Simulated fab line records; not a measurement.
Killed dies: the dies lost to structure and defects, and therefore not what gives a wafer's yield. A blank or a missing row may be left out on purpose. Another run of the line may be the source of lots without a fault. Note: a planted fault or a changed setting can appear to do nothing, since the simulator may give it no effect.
fab line records	flow nand-harc
[record] lots = 24	wafers = 72	last-day = 34
route steps=1302 shown A_CHANNEL_HOLE_D1@484 A_DECK1_JOINT@539 A_ONON_D2@554 A_CHANNEL_HOLE_D2@571
lots that met no fault: from a run of the same line without faults
start-h: hours from the record's first day to the start of the lot's first wafer shown	wait-h: how many hours have passed since the lot's step before this one	" as in the row above	L1.1+2: several wafers, shown together as one row	- no value present, or no start provided	* or withheld: withheld	< > ~ a bound
route shown NAME@n: NAME is a module with steps in the file, n the number in the route of the first one	usual: mean/standard deviation taken from wafers without a fault	same: alike in all rows	chamber/n: place in a boat	sites: the reading at each site	_std_site: standard deviation of those values	_edge_site: inner sites' mean taken away from outer sites' mean	radius-mm: for every site, how far away it sits from the centre of the wafer	mask NAME#n: copy n	behind: the most recent tool/chamber to have shaped the wafer	hold: cause of the lot's hold/its duration in hours/its outcome	device: transistor that didn't switch, given as n, p or np	end of line: at the end of the route, the tests of the same wafers	step lacking rows: just its recipe	killed: the dies lost at the first sort to structure and to defects; this is not the yield of the wafer	map: a wafer's dies, x killed, . not, _ none there
set.NAME: the setting as run; set.NAME@STEP: as run at that earlier step	model.NAME: the simulator's own value behind a step, which no gauge read
route steps across a sampled set of lots; one table per step, one row per wafer
services: the hour from which a tool's chamber was out of use, counted from the record's first day as start-h (under 0 if before that day), plus the number of hours and why
[[steps]]
[step NHARC_A_CHANNEL_HOLE_D1_STRIP_27]
[recipe] o2-flow-sccm = 500	ar-flow-sccm = 0	bias-w = 0	chemistry = O2
[usual] drypump-motor-current-A = 5.9/0.47	oes-product-au = 0.998/0.0087	rf-vpp-V = 57.7/0.93	showerhead-plenum-p-Torr = 3.51/0.16	throttle-valve-pct = 17.036/0.0083
[same] bias-w = 0
lot.wafer	tool	chamber	start-h	wait-h	drypump-motor-current-A	oes-product-au	rf-hours-counter-h	rf-vpp-V	showerhead-plenum-p-Torr	throttle-valve-pct
L074.2	rie-diel-02	2	-	-	5.6	0.989	11	57.4	3.41	17.035
L074.1	"	0	"	"	6.1	0.993	12	56.3	3.33	17.038
L074.5	"	3	"	"	5.4	1.000	-	57.8	3.74	17.034
L075.3	rie-diel-02	0	-	-	6.2	0.988	13	56.5	3.33	17.043
L075.6	"	1	"	"	5.6	1.007	-	57.5	3.63	17.020
L075.5	"	2	"	"	5.5	0.979	-	58.6	3.41	17.033
L076.3	rie-diel-11	3	-	-	6.1	0.990	44	57.6	3.61	17.055
L076.1	"	0	"	"	6.2	0.999	43	56.9	3.35	17.033
L076.2	"	1	"	"	6.2	0.996	38	56.7	3.48	17.033
L077.3	rie-diel-11	1	-	-	6.2	0.998	41	58.0	3.48	17.032
L077.2	"	2	"	"	6.6	0.996	42	57.4	3.51	17.045
L077.6	"	3	"	"	6.1	0.984	-	59.6	3.61	17.030
L078.2	rie-diel-11	2	-	-	6.6	0.987	47	57.1	3.51	17.034
L078.4	"	3	"	"	6.1	0.976	53	59.3	3.61	17.051
L078.5	"	1	"	"	6.2	1.001	-	56.2	3.48	17.041
L079.3	rie-diel-13	2	-	-	6.0	1.004	16	58.2	3.28	17.044
L079.4	"	0	"	"	5.1	0.997	21	57.3	3.53	17.033
L079.5	"	2	"	"	6.0	1.008	-	57.3	3.28	17.049
L080.3	rie-diel-13	0	-	-	5.1	0.988	28	56.6	3.53	17.036
L080.5	"	0	"	"	5.1	1.009	-	59.0	3.53	17.041
L080.6	"	1	"	"	6.7	1.012	-	56.4	3.35	17.035
L082.1	rie-diel-13	0	-	-	5.1	1.005	32	56.8	3.53	17.040
L082.5	"	3	"	"	5.9	0.986	-	57.9	3.59	17.036
L082.6	"	0	"	"	5.1	0.995	-	58.1	3.52	17.038
L081.4	rie-diel-02	3	-	-	5.4	0.991	4	57.3	3.74	17.036
L081.3	"	1	"	"	5.6	1.008	4	56.6	3.63	17.021
L081.1	"	2	"	"	5.6	1.008	4	56.5	3.40	17.041
L083.1	rie-diel-02	0	-	-	6.2	0.997	5	57.5	3.32	17.027
L083.5	"	2	"	"	5.5	0.995	-	56.9	3.40	17.057
L083.6	"	3	"	"	5.4	0.992	-	58.2	3.74	17.026
L084.3	rie-diel-02	0	-	-	6.2	0.993	7	56.2	3.32	17.039
L084.1	"	1	"	"	5.6	1.012	7	57.8	3.63	17.037
L084.6	"	0	"	"	6.2	1.006	-	57.7	3.32	17.025
L085.1	rie-diel-02	2	-	-	5.5	1.002	7	56.4	3.40	17.032
L085.3	"	0	"	"	6.2	0.993	7	57.8	3.32	17.035
L085.5	"	2	"	"	5.5	0.999	-	57.7	3.40	17.018
L086.1	rie-diel-02	1	-	-	5.5	0.995	8	58.5	3.63	17.044
L086.4	"	2	"	"	5.5	1.005	8	56.5	3.40	17.031
L086.5	"	2	"	"	5.5	0.996	-	57.4	3.40	17.039
L087.3	rie-diel-02	0	-	-	6.2	0.994	10	57.2	3.32	17.049
L087.2	"	2	"	"	5.5	1.018	10	57.1	3.40	17.036
L087.1	"	3	"	"	5.4	1.006	10	58.1	3.74	17.031
L088.1	rie-diel-13	1	-	-	6.6	1.011	42	57.2	3.33	17.042
L088.4	"	3	"	"	5.8	1.001	57	58.3	3.58	17.042
L088.5	"	0	"	"	5.1	0.998	-	55.5	3.51	17.044
L089.3	rie-diel-02	0	-	-	6.2	0.998	13	58.0	3.32	17.024
L089.5	"	3	"	"	5.4	1.003	-	59.1	3.74	17.048
L089.6	"	0	"	"	6.2	1.003	-	58.9	3.32	17.021
L090.2	rie-diel-13	2	-	-	6.0	1.007	0	58.8	3.81	17.027
L090.3	"	3	"	"	5.9	0.989	0	56.7	3.58	17.038
L090.1	"	0	"	"	5.1	0.989	0	57.5	3.51	17.030
L091.1	rie-diel-02	3	-	-	5.4	0.992	13	58.5	3.73	17.034
L091.6	"	2	"	"	5.5	1.005	-	57.3	3.40	17.040
L091.5	"	3	"	"	5.4	0.986	-	57.4	3.74	17.025
L092.1	rie-diel-02	1	-	-	5.5	1.002	13	58.9	3.62	17.027
L092.2	"	0	"	"	6.2	0.995	14	58.0	3.32	17.038
L092.5	"	2	"	"	5.5	1.011	-	56.3	3.40	17.026
L093.2	rie-diel-13	1	-	-	6.7	0.991	7	57.3	3.33	17.042
L093.4	"	2	"	"	6.0	1.004	7	58.5	3.80	17.045
L093.6	"	3	"	"	5.8	0.995	-	57.9	3.58	17.038
L094.3	rie-diel-13	3	-	-	5.8	0.982	11	58.9	3.57	17.046
L094.4	"	0	"	"	5.1	0.990	11	58.1	3.51	17.025
L094.1	"	2	"	"	6.0	0.993	11	58.8	3.80	17.041
L095.3	rie-diel-11	3	-	-	6.1	0.994	48	58.4	3.57	17.051
L095.1	"	0	"	"	6.2	0.985	47	56.7	3.31	17.040
L095.4	"	2	"	"	6.6	1.009	48	58.9	3.48	17.021
L096.1	rie-diel-13	2	-	-	6.0	1.012	12	57.9	3.80	17.041
L096.4	"	3	"	"	5.8	1.003	13	59.1	3.57	17.034
L096.6	"	2	"	"	6.0	1.006	-	58.5	3.80	17.036
L097.1	rie-diel-13	1	-	-	6.7	0.992	20	57.2	3.32	17.043
L097.2	"	0	"	"	5.1	0.994	17	59.2	3.50	17.028
L097.5	"	2	"	"	6.0	1.006	-	58.1	3.80	17.038
[step NHARC_A_DECK1_JOINT_CMP_02]
[recipe] material = SiOx
[usual] motor-current-A = 11.5/1.2
lot.wafer	tool	chamber	start-h	wait-h	motor-current-A
L074.2	cmp-02	2	279.56	0.4	12.7
L074.1	"	0	"	"	11.6
L074.5	"	3	"	"	11.1
L075.3	cmp-02	0	281.41	0.4	12.7
L075.6	"	1	"	"	11.2
L075.5	"	2	"	"	12.6
L076.2	cmp-04	2	288.39	0.4	13.0
L076.3	"	0	"	"	9.6
L076.1	"	1	"	"	13.1
L077.3	cmp-01	3	303.46	0.4	11.6
L077.2	"	2	"	"	10.4
L077.6	"	0	"	"	9.8
L078.4	cmp-01	0	314.34	0.4	9.5
L078.2	"	1	"	"	11.6
L078.5	"	0	"	"	9.3
L079.4	cmp-02	0	314.36	0.4	12.2
L079.3	"	1	"	"	11.1
L079.5	"	0	"	"	13.0
L082.1	cmp-02	3	348.39	0.4	11.8
L082.5	"	3	"	"	11.7
L082.6	"	0	"	"	12.9
L080.3	cmp-04	1	348.44	0.4	13.4
L080.5	"	3	"	"	10.8
L080.6	"	0	"	"	10.4
L081.1	cmp-04	1	354.39	0.4	13.6
L081.3	"	3	"	"	9.9
L081.4	"	0	"	"	9.7
L083.1	cmp-02	3	377.39	0.4	11.3
L083.6	"	1	"	"	12.0
L083.5	"	2	"	"	12.0
L084.3	cmp-02	2	385.06	0.4	12.4
L084.1	"	1	"	"	12.0
L084.6	"	2	"	"	11.4
L085.3	cmp-01	3	385.06	0.4	11.5
L085.1	"	2	"	"	10.7
L085.5	"	0	"	"	9.2
L086.1	cmp-04	1	409.78	0.4	13.9
L086.4	"	3	"	"	10.3
L086.5	"	0	"	"	10.2
L087.3	cmp-01	1	424.00	0.4	11.7
L087.1	"	2	"	"	10.3
L087.2	"	0	"	"	9.2
L088.1	cmp-04	2	424.00	0.4	12.7
L088.4	"	1	"	"	13.3
L088.5	"	3	"	"	10.2
L090.1	cmp-02	2	435.28	0.4	11.4
L090.3	"	0	"	"	12.9
L090.2	"	1	"	"	11.6
L089.3	cmp-01	0	435.36	0.4	9.6
L089.6	"	1	"	"	11.4
L089.5	"	2	"	"	10.7
L091.1	cmp-02	3	437.89	0.4	11.2
L091.5	"	1	"	"	11.2
L091.6	"	2	"	"	11.4
L092.2	cmp-04	2	446.64	0.4	12.6
L092.1	"	1	"	"	13.4
L092.5	"	3	"	"	10.3
L095.1	cmp-01	3	475.30	0.4	11.1
L095.3	"	0	"	"	9.7
L095.4	"	2	"	"	10.4
L093.4	cmp-04	2	475.30	0.4	13.0
L093.2	"	0	"	"	9.8
L093.6	"	2	"	"	13.3
L094.3	cmp-02	0	475.32	0.4	13.1
L094.4	"	1	"	"	11.1
L094.1	"	2	"	"	11.8
L096.4	cmp-02	3	494.36	0.4	11.1
L096.1	"	0	"	"	12.4
L096.6	"	2	"	"	11.7
L097.1	cmp-02	2	507.76	0.4	12.2
L097.2	"	3	"	"	10.4
L097.5	"	1	"	"	11.7
[step NHARC_A_ONON_D2_THK_MEAS_14]
[recipe] thk-meas-gauge = ellipsometry
[usual] thk-nm = 999/11
lot.wafer	tool	chamber	start-h	wait-h	thk-nm
L074.1	film-metro-01	-	283.11	-	1016
L074.2	"	-	"	"	1016
L074.5	"	-	"	"	1017
L075.3	film-metro-01	-	284.89	-	1006
L075.5	"	-	"	"	1007
L075.6	"	-	"	"	1004
L076.1	film-metro-01	-	291.94	-	1003
L076.2	"	-	"	"	1003
L076.3	"	-	"	"	1003
L077.2	film-metro-01	-	307.00	-	986
L077.3	"	-	"	"	986
L077.6	"	-	"	"	987
L079.3	film-metro-01	-	317.98	-	992
L079.4	"	-	"	"	991
L079.5	"	-	"	"	993
L078.2	film-metro-01	-	318.19	-	974
L078.4	"	-	"	"	974
L078.5	"	-	"	"	973
L082.1	film-metro-02	-	351.93	-	991
L082.5	"	-	"	"	992
L082.6	"	-	"	"	993
L080.3	film-metro-01	-	351.95	-	994
L080.5	"	-	"	"	995
L080.6	"	-	"	"	994
L081.1	film-metro-01	-	357.92	-	1015
L081.3	"	-	"	"	1016
L081.4	"	-	"	"	1016
L083.1	film-metro-01	-	380.97	-	988
L083.5	"	-	"	"	986
L083.6	"	-	"	"	988
L085.1	film-metro-02	-	388.62	-	1012
L085.3	"	-	"	"	1012
L085.5	"	-	"	"	1012
L084.1	film-metro-01	-	388.63	-	997
L084.3	"	-	"	"	999
L084.6	"	-	"	"	998
L086.1	film-metro-01	-	413.31	-	1014
L086.4	"	-	"	"	1011
L086.5	"	-	"	"	1013
L088.1	film-metro-01	-	427.53	-	1017
L088.4	"	-	"	"	1016
L088.5	"	-	"	"	1016
L087.1	film-metro-02	-	427.56	-	998
L087.2	"	-	"	"	1000
L087.3	"	-	"	"	1001
L090.1	film-metro-01	-	438.83	-	1004
L090.2	"	-	"	"	1004
L090.3	"	-	"	"	1004
L089.3	film-metro-01	-	439.00	-	993
L089.5	"	-	"	"	996
L089.6	"	-	"	"	997
L091.1	film-metro-01	-	441.43	-	997
L091.5	"	-	"	"	997
L091.6	"	-	"	"	994
L092.1	film-metro-02	-	450.19	-	996
L092.2	"	-	"	"	995
L092.5	"	-	"	"	994
L093.2	film-metro-01	-	478.81	-	1001
L093.4	"	-	"	"	1000
L093.6	"	-	"	"	1000
L094.1	film-metro-02	-	478.83	-	1006
L094.3	"	-	"	"	1004
L094.4	"	-	"	"	1004
L095.1	film-metro-01	-	478.91	-	993
L095.3	"	-	"	"	994
L095.4	"	-	"	"	994
L096.1	film-metro-02	-	497.94	-	986
L096.4	"	-	"	"	986
L096.6	"	-	"	"	986
L097.1	film-metro-02	-	511.28	-	1000
L097.2	"	-	"	"	1002
L097.5	"	-	"	"	1003
[step NHARC_A_CHANNEL_HOLE_D2_DEP_01]
[recipe] target-thk-a = 1400	target-thk-nm = 140	temp-c = 400	pressure-torr = 3.5	flow-sccm = 200	rf-w = 350	material = SiON
[usual] heater-power-w = 711/65	rf-fwd-power-W = 348.7/1.1
lot.wafer	tool	chamber	start-h	wait-h	heater-power-w	rf-fwd-power-W
L075.3	pecvd-03	1	302.70	1.0	712	348.0
L075.6	"	2	"	"	736	348.9
L075.5	"	1	"	"	713	346.7
L074.2	pecvd-04	0	302.70	1.3	707	347.2
L074.1	"	2	"	"	757	350.4
L074.5	"	1	"	"	711	349.9
L076.3	pecvd-04	0	308.93	1.0	714	350.2
L076.1	"	1	"	"	654	347.7
L076.2	"	2	"	"	812	350.1
L077.3	pecvd-04	1	319.84	1.0	660	347.3
L077.2	"	0	"	"	683	349.1
L077.6	"	2	"	"	755	350.5
L078.2	pecvd-01	0	337.39	1.3	818	347.8
L078.4	"	0	"	"	824	348.2
L078.5	"	1	"	"	714	348.7
L079.3	pecvd-03	1	337.43	1.0	701	349.6
L079.4	"	2	"	"	742	348.5
L079.5	"	0	"	"	652	346.7
L082.1	pecvd-03	2	364.53	1.6	746	351.5
L082.5	"	1	"	"	730	347.1
L082.6	"	0	"	"	604	348.5
L080.3	pecvd-04	0	364.72	1.0	659	348.5
L080.5	"	2	"	"	778	350.0
L080.6	"	1	"	"	683	348.6
L081.1	pecvd-04	2	378.86	1.6	753	348.5
L081.3	"	1	"	"	712	349.8
L081.4	"	1	"	"	702	348.0
L083.1	pecvd-01	0	393.64	1.7	862	348.9
L083.6	"	2	"	"	605	349.4
L083.5	"	0	"	"	699	348.4
L085.1	pecvd-01	0	402.88	1.6	753	348.2
L085.3	"	1	"	"	820	345.9
L085.5	"	0	"	"	739	348.7
L084.1	pecvd-04	0	403.44	1.6	711	347.0
L084.3	"	2	"	"	834	349.0
L084.6	"	1	"	"	697	348.1
L086.1	pecvd-01	0	426.10	1.6	849	348.7
L086.5	"	0	"	"	854	350.4
L086.4	"	1	"	"	822	347.4
L088.1	pecvd-04	0	440.79	1.6	672	350.1
L088.4	"	1	"	"	688	348.3
L088.5	"	2	"	"	789	348.8
L087.1	pecvd-03	0	441.30	1.6	688	347.3
L087.2	"	1	"	"	670	350.5
L087.3	"	1	"	"	668	348.9
L089.3	pecvd-03	0	452.07	1.0	635	348.5
L089.6	"	1	"	"	706	347.9
L089.5	"	2	"	"	714	349.5
L091.1	pecvd-01	2	452.18	1.6	671	348.5
L091.5	"	1	"	"	724	348.3
L091.6	"	0	"	"	850	350.4
L090.3	pecvd-03	2	452.70	1.0	712	349.2
L090.1	"	0	"	"	674	347.9
L090.2	"	1	"	"	639	348.4
L092.2	pecvd-04	1	464.61	1.3	667	347.4
L092.1	"	0	"	"	674	349.6
L092.5	"	1	"	"	662	346.9
L094.1	pecvd-03	2	495.28	1.6	640	348.9
L094.3	"	0	"	"	617	348.8
L094.4	"	2	"	"	648	348.6
L095.3	pecvd-03	0	496.76	1.0	655	348.3
L095.1	"	1	"	"	734	348.3
L095.4	"	2	"	"	721	347.4
L093.2	pecvd-03	1	497.19	1.3	721	348.2
L093.6	"	0	"	"	714	349.4
L093.4	"	1	"	"	717	347.7
L096.1	pecvd-03	2	510.73	1.6	742	348.9
L096.4	"	1	"	"	658	349.3
L096.6	"	2	"	"	740	347.8
L097.1	pecvd-04	1	524.08	1.6	607	347.1
L097.2	"	2	"	"	861	347.7
L097.5	"	0	"	"	758	347.8
[step NHARC_A_CHANNEL_HOLE_D2_INSPECT_12]
[usual] raw-defect-count = 32/22
lot.wafer	tool	chamber	start-h	wait-h	raw-defect-count
L075.3	defect-inspect-01	-	303.49	0.0	50
L075.5	"	-	"	"	60
L075.6	"	-	"	"	51
L074.1	defect-inspect-01	-	303.64	0.0	9
L074.2	"	-	"	"	5
L074.5	"	-	"	"	9
L076.1	defect-inspect-01	-	309.66	0.0	58
L076.2	"	-	"	"	65
L076.3	"	-	"	"	70
L077.2	defect-inspect-02	-	320.56	0.0	54
L077.3	"	-	"	"	62
L077.6	"	-	"	"	58
L078.2	defect-inspect-01	-	338.21	0.0	4
L078.4	"	-	"	"	4
L078.5	"	-	"	"	11
L079.3	defect-inspect-02	-	338.36	0.0	51
L079.4	"	-	"	"	63
L079.5	"	-	"	"	67
L082.1	defect-inspect-02	-	365.22	0.0	3
L082.5	"	-	"	"	13
L082.6	"	-	"	"	9
L080.3	defect-inspect-02	-	365.54	0.0	9
L080.5	"	-	"	"	14
L080.6	"	-	"	"	7
L081.1	defect-inspect-02	-	379.59	0.0	55
L081.3	"	-	"	"	55
L081.4	"	-	"	"	81
L083.1	defect-inspect-01	-	394.43	0.0	9
L083.5	"	-	"	"	14
L083.6	"	-	"	"	10
L085.1	defect-inspect-02	-	403.73	0.0	60
L085.3	"	-	"	"	66
L085.5	"	-	"	"	63
L084.1	defect-inspect-01	-	404.29	0.0	14
L084.3	"	-	"	"	11
L084.6	"	-	"	"	8
L086.1	defect-inspect-01	-	426.94	0.0	7
L086.4	"	-	"	"	6
L086.5	"	-	"	"	11
L088.1	defect-inspect-02	-	441.63	0.0	18
L088.4	"	-	"	"	8
L088.5	"	-	"	"	18
L087.1	defect-inspect-02	-	442.24	0.0	57
L087.2	"	-	"	"	54
L087.3	"	-	"	"	50
L089.3	defect-inspect-02	-	452.92	0.0	62
L089.5	"	-	"	"	71
L089.6	"	-	"	"	59
L091.1	defect-inspect-02	-	453.07	0.0	56
L091.5	"	-	"	"	67
L091.6	"	-	"	"	74
L090.1	defect-inspect-01	-	453.54	0.0	28
L090.2	"	-	"	"	17
L090.3	"	-	"	"	20
L092.1	defect-inspect-01	-	465.33	0.0	19
L092.2	"	-	"	"	15
L092.5	"	-	"	"	17
L094.1	defect-inspect-02	-	496.12	0.0	13
L094.3	"	-	"	"	25
L094.4	"	-	"	"	15
L095.1	defect-inspect-02	-	497.60	0.0	16
L095.3	"	-	"	"	29
L095.4	"	-	"	"	26
L093.2	defect-inspect-02	-	498.00	0.0	24
L093.4	"	-	"	"	22
L093.6	"	-	"	"	21
L096.1	defect-inspect-01	-	511.39	0.0	37
L096.4	"	-	"	"	19
L096.6	"	-	"	"	24
L097.1	defect-inspect-02	-	524.90	0.0	23
L097.2	"	-	"	"	28
L097.5	"	-	"	"	27
[step NHARC_A_CHANNEL_HOLE_D2_ETCH_20]
[recipe] bias-v = 3000	source-w = withheld	pressure-mtorr = 20	time-s = 361.9	ar-flow-sccm = 375	c4f8-flow-sccm = 89.3	o2-flow-sccm = 35.7	temp-c = -20	target-depth-a = 16000	chemistry = C4F8/O2/Ar
[usual] c4f8-flow-sccm = 89.34/0.27	drypump-motor-current-A = 6.0/0.38	showerhead-plenum-p-Torr = 3.76/0.13	temp-c = -20.00/0.1	throttle-valve-pct = 32.155/0.0079
lot.wafer	tool	chamber	start-h	wait-h	c4f8-flow-sccm	drypump-motor-current-A	rf-hours-counter-h	showerhead-plenum-p-Torr	temp-c	throttle-valve-pct
L074.1	har-etch-02	0	305.00	0.1	89.15	6.6	375	3.54	-20.03	32.147
L074.2	"	1	"	"	89.19	5.7	360	3.92	-19.94	32.162
L074.5	"	1	"	"	89.11	5.7	-	3.92	-19.99	32.143
L075.3	har-etch-01	1	305.00	0.2	89.47	5.8	-	3.70	-19.82	32.164
L075.6	"	0	"	"	89.67	5.9	-	3.70	-19.84	32.164
L075.5	"	1	"	"	89.63	5.8	-	3.70	-20.14	32.167
L076.2	har-etch-02	1	311.02	0.1	89.89	5.7	364	3.92	-20.12	32.156
L076.1	"	0	"	"	89.36	6.6	379	3.54	-20.00	32.148
L076.3	"	0	"	"	89.08	6.6	-	3.54	-20.04	32.155
L077.2	har-etch-01	0	321.91	0.1	89.56	5.9	164	3.69	-20.02	32.168
L077.3	"	0	"	"	89.27	6.0	-	3.69	-20.06	32.148
L077.6	"	0	"	"	89.27	6.0	-	3.69	-19.92	32.172
L078.2	har-etch-02	0	340.56	0.1	89.45	6.6	394	3.53	-19.97	32.158
L078.4	"	1	"	"	89.12	5.7	-	3.91	-20.01	32.141
L078.5	"	0	"	"	89.23	6.6	-	3.53	-20.03	32.143
L079.3	har-etch-01	0	341.66	0.2	89.01	5.9	-	3.68	-19.95	32.155
L079.4	"	1	"	"	89.16	5.8	-	3.69	-19.99	32.154
L079.5	"	0	"	"	88.60	5.9	-	3.68	-20.17	32.151
L082.1	har-etch-01	1	366.62	0.1	89.73	5.8	191	3.68	-19.93	32.162
L082.6	"	0	"	"	89.60	5.9	-	3.68	-20.06	32.171
L082.5	"	1	"	"	89.13	5.8	-	3.68	-19.91	32.144
L080.3	har-etch-02	0	369.59	0.2	89.31	6.6	-	3.52	-20.10	32.152
L080.6	"	0	"	"	89.53	6.6	-	3.52	-19.97	32.158
L080.5	"	1	"	"	89.39	5.7	-	3.90	-20.07	32.158
L081.1	har-etch-01	0	380.98	0.1	89.34	5.9	198	3.67	-19.97	32.167
L081.3	"	1	"	"	89.83	5.8	-	3.67	-20.07	32.140
L081.4	"	0	"	"	89.16	5.9	-	3.67	-20.03	32.163
L083.1	har-etch-02	0	398.38	0.1	89.21	6.6	4	3.93	-19.98	32.167
L083.5	"	0	"	"	89.53	6.6	-	3.93	-19.75	32.156
L083.6	"	1	"	"	89.52	5.7	-	3.90	-19.98	32.150
L085.1	har-etch-02	1	405.13	0.1	89.24	5.7	8	3.90	-19.89	32.155
L085.3	"	1	"	"	89.02	5.7	-	3.90	-20.01	32.158
L085.5	"	0	"	"	89.63	6.6	-	3.93	-19.99	32.154
L084.1	har-etch-01	1	405.70	0.1	89.73	5.8	218	3.66	-19.97	32.148
L084.3	"	0	"	"	89.79	6.0	-	3.66	-19.96	32.140
L084.6	"	1	"	"	89.72	5.8	-	3.66	-20.07	32.151
L086.1	har-etch-01	0	428.29	0.1	89.34	6.0	229	3.66	-19.94	32.153
L086.4	"	0	"	"	90.05	5.9	-	3.66	-20.04	32.171
L086.5	"	1	"	"	89.02	5.8	-	3.66	-20.21	32.146
L088.1	har-etch-02	0	442.99	0.1	89.10	6.6	30	3.92	-20.05	32.155
L088.4	"	0	"	"	89.31	6.6	-	3.92	-19.93	32.151
L088.5	"	0	"	"	89.26	6.6	-	3.92	-19.84	32.148
L087.2	har-etch-01	0	443.61	0.1	89.41	5.9	241	3.65	-19.81	32.163
L087.1	"	1	"	"	89.12	5.8	241	3.65	-19.99	32.158
L087.3	"	1	"	"	89.28	5.8	-	3.65	-20.03	32.159
L089.3	har-etch-02	0	454.37	0.2	89.60	6.6	-	3.91	-20.07	32.166
L089.5	"	0	"	"	89.37	6.6	-	3.91	-20.10	32.155
L089.6	"	1	"	"	89.69	5.6	-	3.88	-19.80	32.171
L091.1	har-etch-01	0	454.47	0.1	89.10	5.9	245	3.65	-19.94	32.143
L091.5	"	1	"	"	89.45	5.8	-	3.65	-19.95	32.167
L091.6	"	0	"	"	89.26	5.9	-	3.65	-19.80	32.155
L090.1	har-etch-02	1	458.42	0.1	88.95	5.7	38	3.88	-19.90	32.142
L090.2	"	0	"	"	89.28	6.6	38	3.91	-19.93	32.139
L090.3	"	0	"	"	89.51	6.6	-	3.91	-20.05	32.152
L092.2	har-etch-02	1	470.54	0.1	89.17	5.7	50	3.87	-20.05	32.146
L092.1	"	0	"	"	89.96	6.6	50	3.90	-19.91	32.147
L092.5	"	1	"	"	89.38	5.7	-	3.87	-20.03	32.169
L094.1	har-etch-02	1	497.48	0.1	89.49	5.6	61	3.87	-20.06	32.165
L094.3	"	1	"	"	89.57	5.6	-	3.87	-20.14	32.159
L094.4	"	0	"	"	89.05	6.6	-	3.90	-19.94	32.157
L095.1	har-etch-01	0	499.09	0.1	89.09	5.9	271	3.64	-20.01	32.147
L095.4	"	1	"	"	89.22	5.8	-	3.63	-20.02	32.154
L095.3	"	0	"	"	89.22	5.9	-	3.64	-20.00	32.158
L093.2	har-etch-02	0	501.64	0.1	89.18	6.6	65	3.90	-19.77	32.151
L093.4	"	1	"	"	89.46	5.7	-	3.86	-19.97	32.156
L093.6	"	1	"	"	88.95	5.7	-	3.86	-19.94	32.158
L096.1	har-etch-02	0	513.27	0.1	89.33	6.6	73	3.89	-20.19	32.164
L096.4	"	1	"	"	89.42	5.7	-	3.86	-20.05	32.154
L096.6	"	1	"	"	89.40	5.7	-	3.86	-19.98	32.154
L097.1	har-etch-01	1	528.55	0.1	89.02	5.8	290	3.62	-20.26	32.148
L097.2	"	0	"	"	89.54	5.9	290	3.63	-20.09	32.167
L097.5	"	1	"	"	89.39	5.8	-	3.62	-20.11	32.153
[[services]]
tool	chamber	start-h	hours	kind
cmp-02	-	175.91	4.2	repair
rie-diel-13	1	176.96	12.6	repair
pecvd-04	1	184.36	9.4	repair
pecvd-03	-	185.31	13.0	pm
rie-diel-13	1	200.62	11.4	repair
rie-diel-02	-	216.70	9.0	pm
cmp-02	-	232.72	4.0	pm
pecvd-04	2	249.57	3.4	repair
rie-diel-02	1	253.46	3.1	repair
pecvd-04	-	269.00	13.0	pm
rie-diel-13	1	277.35	7.3	repair
pecvd-04	-	329.58	2.1	repair
cmp-02	-	330.72	4.0	pm
pecvd-03	1	344.40	6.2	repair
pecvd-03	-	366.31	13.0	pm
har-etch-02	-	377.42	17.0	pm
cmp-02	-	379.76	0.4	repair
rie-diel-02	-	393.70	9.0	pm
pecvd-03	-	402.64	0.9	repair
cmp-02	-	414.64	2.3	repair
cmp-02	-	428.72	4.0	pm
pecvd-03	2	440.93	10.4	repair
rie-diel-02	0	478.97	12.4	repair
cmp-02	-	526.73	4.0	pm
[[key]]
fault none
